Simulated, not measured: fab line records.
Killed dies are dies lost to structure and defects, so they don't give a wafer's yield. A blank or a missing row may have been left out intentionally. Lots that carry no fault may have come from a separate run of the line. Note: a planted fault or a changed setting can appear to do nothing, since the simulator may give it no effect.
Matching of chambers | flow nandHarc | NHARC_A_STAIRCASE_DEP_471 on pecvd-02: 3 sister chambers
The step deposits SiO2, target thk 100 nm. 5 wafers are shown with their chamber, then 7 later ones without.

## WAFERS WITH THEIR CHAMBER
wafer  | chamber | flowSccm (sccm) | heaterPowerW (W)
L083.4 | 0       | 2663            | 460
L086.1 | 2       | 2645            | 535
L086.5 | 1       | 2655            | 522
L092.4 | 1       | 2639            | 417
L092.5 | 2       | 2651            | 608

## WAFERS WITHOUT THEIR CHAMBER
wafer  | flowSccm (sccm) | heaterPowerW (W)
L092.6 | 2656            | 451
L094.1 | 2647            | 429
L094.2 | 2640            | 555
L094.3 | 2650            | 580
L097.2 | 2646            | 545
L097.3 | 2641            | 598
L097.6 | 2649            | 585

## EACH ONE'S CHAMBER
wafer  | from the rows above          | in truth
L092.6 | can't be placed: 0 or 1 or 2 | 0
L094.1 | can't be placed: 1 or 0 or 2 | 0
L094.2 | can't be placed: 2 or 1      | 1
L094.3 | can't be placed: 2 or 1      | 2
L097.2 | can't be placed: 2 or 1 or 0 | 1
L097.3 | can't be placed: 2 or 1      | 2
L097.6 | can't be placed: 2 or 1      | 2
Placed correctly: 0 of 7. Cannot be placed on the basis of these rows: 7; the candidates contain the true chamber in 7. Wrongly placed: 0.
How it was worked out, from the rows above alone: a wafer's distance from a chamber is the root of the sum, over the readings, of the square of ((its reading less the chamber's mean) divided by the reading's scatter). The wafer belongs to the nearest chamber; if the next one is less than 2 further off, it can't be placed. The mean given for a chamber averages the wafers shown for that chamber. How the scatter is found: for the shown wafers, subtract from each reading the mean of its chamber, square and add these, divide the total by (wafers less chambers), then take the root.
